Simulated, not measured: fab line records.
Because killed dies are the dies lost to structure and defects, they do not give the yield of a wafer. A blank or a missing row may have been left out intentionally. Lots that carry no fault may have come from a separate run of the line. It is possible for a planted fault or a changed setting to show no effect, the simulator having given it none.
Chamber matching || flow n5Finfet || 4 sister chambers for N5_GATE_CUT_ETCH_58 on rieDiel-05
The step etches SiNx in CH3F/O2, target depth 17 nm, time 128.6 s. 18 wafers are shown with their chamber, then 9 later ones without.

== EACH WAFER AND ITS CHAMBER ==
{"wafer": "L075.1", "chamber": 0, "drypumpMotorCurrentA (A)": 6.3, "showerheadPlenumPTorr (Torr)": 1.96, "oesProductAu (a.u.)": 0.92}
{"wafer": "L075.2", "chamber": 1, "drypumpMotorCurrentA (A)": 5.3, "showerheadPlenumPTorr (Torr)": 2.13, "oesProductAu (a.u.)": 0.92}
{"wafer": "L075.5", "chamber": 2, "drypumpMotorCurrentA (A)": 5.4, "showerheadPlenumPTorr (Torr)": 2.12, "oesProductAu (a.u.)": 0.90}
{"wafer": "L080.2", "chamber": 1, "drypumpMotorCurrentA (A)": 5.3, "showerheadPlenumPTorr (Torr)": 2.12, "oesProductAu (a.u.)": 0.91}
{"wafer": "L080.5", "chamber": 0, "drypumpMotorCurrentA (A)": 6.3, "showerheadPlenumPTorr (Torr)": 1.96, "oesProductAu (a.u.)": 0.90}
{"wafer": "L080.6", "chamber": 1, "drypumpMotorCurrentA (A)": 5.3, "showerheadPlenumPTorr (Torr)": 2.12, "oesProductAu (a.u.)": 0.90}
{"wafer": "L083.2", "chamber": 3, "drypumpMotorCurrentA (A)": 5.3, "showerheadPlenumPTorr (Torr)": 1.98, "oesProductAu (a.u.)": 0.70}
{"wafer": "L083.5", "chamber": 3, "drypumpMotorCurrentA (A)": 5.3, "showerheadPlenumPTorr (Torr)": 1.98, "oesProductAu (a.u.)": 0.71}
{"wafer": "L083.6", "chamber": 0, "drypumpMotorCurrentA (A)": 6.3, "showerheadPlenumPTorr (Torr)": 1.96, "oesProductAu (a.u.)": 0.89}
{"wafer": "L085.2", "chamber": 1, "drypumpMotorCurrentA (A)": 5.3, "showerheadPlenumPTorr (Torr)": 2.12, "oesProductAu (a.u.)": 0.90}
{"wafer": "L085.5", "chamber": 0, "drypumpMotorCurrentA (A)": 6.3, "showerheadPlenumPTorr (Torr)": 1.96, "oesProductAu (a.u.)": 0.89}
{"wafer": "L085.6", "chamber": 1, "drypumpMotorCurrentA (A)": 5.3, "showerheadPlenumPTorr (Torr)": 2.12, "oesProductAu (a.u.)": 0.89}
{"wafer": "L087.1", "chamber": 2, "drypumpMotorCurrentA (A)": 5.4, "showerheadPlenumPTorr (Torr)": 2.11, "oesProductAu (a.u.)": 0.87}
{"wafer": "L087.4", "chamber": 3, "drypumpMotorCurrentA (A)": 5.3, "showerheadPlenumPTorr (Torr)": 1.98, "oesProductAu (a.u.)": 0.71}
{"wafer": "L087.5", "chamber": 3, "drypumpMotorCurrentA (A)": 5.3, "showerheadPlenumPTorr (Torr)": 1.98, "oesProductAu (a.u.)": 0.71}
{"wafer": "L091.3", "chamber": 2, "drypumpMotorCurrentA (A)": 5.4, "showerheadPlenumPTorr (Torr)": 2.11, "oesProductAu (a.u.)": 0.86}
{"wafer": "L091.4", "chamber": 3, "drypumpMotorCurrentA (A)": 5.4, "showerheadPlenumPTorr (Torr)": 1.98, "oesProductAu (a.u.)": 0.70}
{"wafer": "L091.6", "chamber": 2, "drypumpMotorCurrentA (A)": 5.4, "showerheadPlenumPTorr (Torr)": 2.11, "oesProductAu (a.u.)": 0.87}

SIGNATURES (averages over the wafers above)
{"reading": "drypumpMotorCurrentA", "chamber 0": 6.300, "chamber 1": 5.300, "chamber 2": 5.400, "chamber 3": 5.320, "scatter within a chamber": 0.0239}
{"reading": "showerheadPlenumPTorr", "chamber 0": 1.9600, "chamber 1": 2.1220, "chamber 2": 2.1125, "chamber 3": 1.9800, "scatter within a chamber": 0.00333}
{"reading": "oesProductAu", "chamber 0": 0.9000, "chamber 1": 0.9040, "chamber 2": 0.8750, "chamber 3": 0.7060, "scatter within a chamber": 0.0124}
Rule: a wafer lies at a distance from a chamber equal to the root of the sum of squares, over the readings, of (its reading less the chamber's mean, divided by the reading's scatter). If the next closest chamber is less than 2 further off than the closest, the wafer can't be placed; otherwise it belongs to the closest. The scatter: the root of (the sum of the squares of (reading less its chamber's mean) over the shown wafers, divided by (wafers less chambers)).

== WAFERS WHOSE CHAMBER IS MISSING ==
{"wafer": "L094.1", "drypumpMotorCurrentA (A)": 5.3, "showerheadPlenumPTorr (Torr)": 2.11, "oesProductAu (a.u.)": 0.87}
{"wafer": "L094.2", "drypumpMotorCurrentA (A)": 6.3, "showerheadPlenumPTorr (Torr)": 1.95, "oesProductAu (a.u.)": 0.86}
{"wafer": "L094.3", "drypumpMotorCurrentA (A)": 5.3, "showerheadPlenumPTorr (Torr)": 1.98, "oesProductAu (a.u.)": 0.70}
{"wafer": "L095.1", "drypumpMotorCurrentA (A)": 5.4, "showerheadPlenumPTorr (Torr)": 2.10, "oesProductAu (a.u.)": 0.85}
{"wafer": "L095.2", "drypumpMotorCurrentA (A)": 5.3, "showerheadPlenumPTorr (Torr)": 2.11, "oesProductAu (a.u.)": 0.87}
{"wafer": "L095.3", "drypumpMotorCurrentA (A)": 6.4, "showerheadPlenumPTorr (Torr)": 1.95, "oesProductAu (a.u.)": 0.86}
{"wafer": "L096.1", "drypumpMotorCurrentA (A)": 5.3, "showerheadPlenumPTorr (Torr)": 1.98, "oesProductAu (a.u.)": 0.69}
{"wafer": "L096.3", "drypumpMotorCurrentA (A)": 6.3, "showerheadPlenumPTorr (Torr)": 1.95, "oesProductAu (a.u.)": 0.86}
{"wafer": "L096.4", "drypumpMotorCurrentA (A)": 5.3, "showerheadPlenumPTorr (Torr)": 2.11, "oesProductAu (a.u.)": 0.86}

== THE CHAMBER EACH PASSED THROUGH ==
{"wafer": "L094.1", "from the rows above": "can't be placed: 2 or 1", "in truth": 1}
{"wafer": "L094.2", "from the rows above": 0, "in truth": 0}
{"wafer": "L094.3", "from the rows above": 3, "in truth": 3}
{"wafer": "L095.1", "from the rows above": 2, "in truth": 2}
{"wafer": "L095.2", "from the rows above": "can't be placed: 2 or 1", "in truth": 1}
{"wafer": "L095.3", "from the rows above": 0, "in truth": 0}
{"wafer": "L096.1", "from the rows above": 3, "in truth": 3}
{"wafer": "L096.3", "from the rows above": 0, "in truth": 0}
{"wafer": "L096.4", "from the rows above": "can't be placed: 2 or 1", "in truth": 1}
Correct placement for 6 of the 9. From these rows, 3 cannot be placed; in 3 the true chamber is one of the candidates. Number placed wrongly: 0.
